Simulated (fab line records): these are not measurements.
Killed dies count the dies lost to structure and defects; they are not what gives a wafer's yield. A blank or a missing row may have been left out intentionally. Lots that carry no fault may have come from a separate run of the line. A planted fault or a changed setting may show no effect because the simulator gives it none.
3 desks looking at one fault -- flow nand-harc -- only its own numbers are on each desk; what lay behind them is given at the end

== THE TOOL OWNER'S DESK: rie-diel-02 ==
The tool's own readings at NHARC_P_GATE_ETCH_104 (etches the open film in CF4/CHF3, target depth 60 nm): means of the sampled wafers that have a number, for each lot that ran on this tool. If a lot's mean is further than 4 standard deviations from the usual mean, the lot is out of limits and carries the mark OUT (the distance appears in the brackets).
Columns: A = cf4-flow-sccm at NHARC_P_GATE_ETCH_104, usual 99.9 sccm; B = drypump-motor-current-A at NHARC_P_GATE_ETCH_104, usual 5.6 A; C = oes-product-au at NHARC_P_GATE_ETCH_104, usual 0.949 a.u.; D = rf-fwd-power-W at NHARC_P_GATE_ETCH_104, usual 491.9 W; E = rf-vpp-V at NHARC_P_GATE_ETCH_104, usual 371.7 V; F = showerhead-plenum-p-Torr at NHARC_P_GATE_ETCH_104, usual 1.61 Torr; G = throttle-valve-pct at NHARC_P_GATE_ETCH_104, usual 16.802 %
lot,first seen here,A,B,C,D,E,F,G
L934,day 6 12:09,99.8,5.5,0.925,493.4,372.1,1.60,16.795
L935,day 6 12:28,99.7,5.7,0.713 (-12) OUT,292.8 (-69) OUT,371.2,1.59,16.796
L933,day 6 12:50,99.7,5.6,0.710 (-13) OUT,289.7 (-70) OUT,372.1,1.61,16.803
L950,day 10 07:32,99.9,5.3,0.965,492.2,372.6,1.61,16.796
Finding of this desk: L933, L935 out of limits; the first was L935 at day 6 12:28, on oes-product-au at NHARC_P_GATE_ETCH_104. Within limits: L934, L950.

== THE METROLOGY DESK ==
Lot by lot, what the gauges showed, no matter which tool ran the lot: averages of those sampled wafers that carry a number. If a lot's mean is further than 4 standard deviations from the usual mean, the lot is out of limits and carries the mark OUT (the distance appears in the brackets).
Columns: A = cd-nm at NHARC_P_GATE_CD_MEAS_26, usual 120.1 nm; B = overlay-x-nm at NHARC_P_GATE_OVL_MEAS_27, usual 0.2 nm; C = overlay-y-nm at NHARC_P_GATE_OVL_MEAS_27, usual -0.1 nm
lot,first seen here,A,B,C
L928,day 4 21:35,119.8,-1.2,0.1
L934,day 6 11:52,119.9,-1.3,-0.7
L935,day 6 12:10,120.4,0.2,0.1
L933,day 6 12:29,120.6,-0.4,-0.0
L949,day 10 07:02,119.8,0.3,-0.1
L950,day 10 07:16,120.1,1.8,-1.2
This desk's finding: nothing out of limits on any of the 6 lots.

== THE DEFECT DESK ==
Lot by lot, what the route's inspections counted, given as the mean of those sampled wafers with a number. If a lot's mean is further than 4 standard deviations from the usual mean, the lot is out of limits and carries the mark OUT (the distance appears in the brackets).
Columns: A = raw-defect-count at NHARC_P_GATE_INSPECT_28, usual 5.5
lot,first seen here,A
L928,day 4 21:42,5.7
L934,day 6 11:59,6.0
L935,day 6 12:18,7.0
L933,day 6 12:37,5.7
L949,day 10 07:10,4.7
L950,day 10 07:23,5.3
This desk's finding: nothing out of limits on any of the 6 lots.

== PUT TOGETHER ==
At day 6 12:28, on L933, L935, the tool owner's desk was in a position to raise an alarm.
From the metrology desk's view, nothing was out of limits.
The defect desk saw nothing out of limits.
The metrology desk has L933, L935 on record, within its limits.
The defect desk has L933, L935 on record, within its limits.
The lots listed all ran NHARC_P_GATE_ETCH_104 on rie-diel-02.

== WHAT HAD BEEN PUT IN BY THE SIMULATOR ==
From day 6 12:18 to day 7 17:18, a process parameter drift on rie-diel-02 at NHARC_P_GATE_ETCH_104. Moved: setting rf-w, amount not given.
Lots struck among those shown: L933, L935.
How many hours passed from the start of the fault until each desk's first out-of-limits reading: the tool owner's desk, 0.
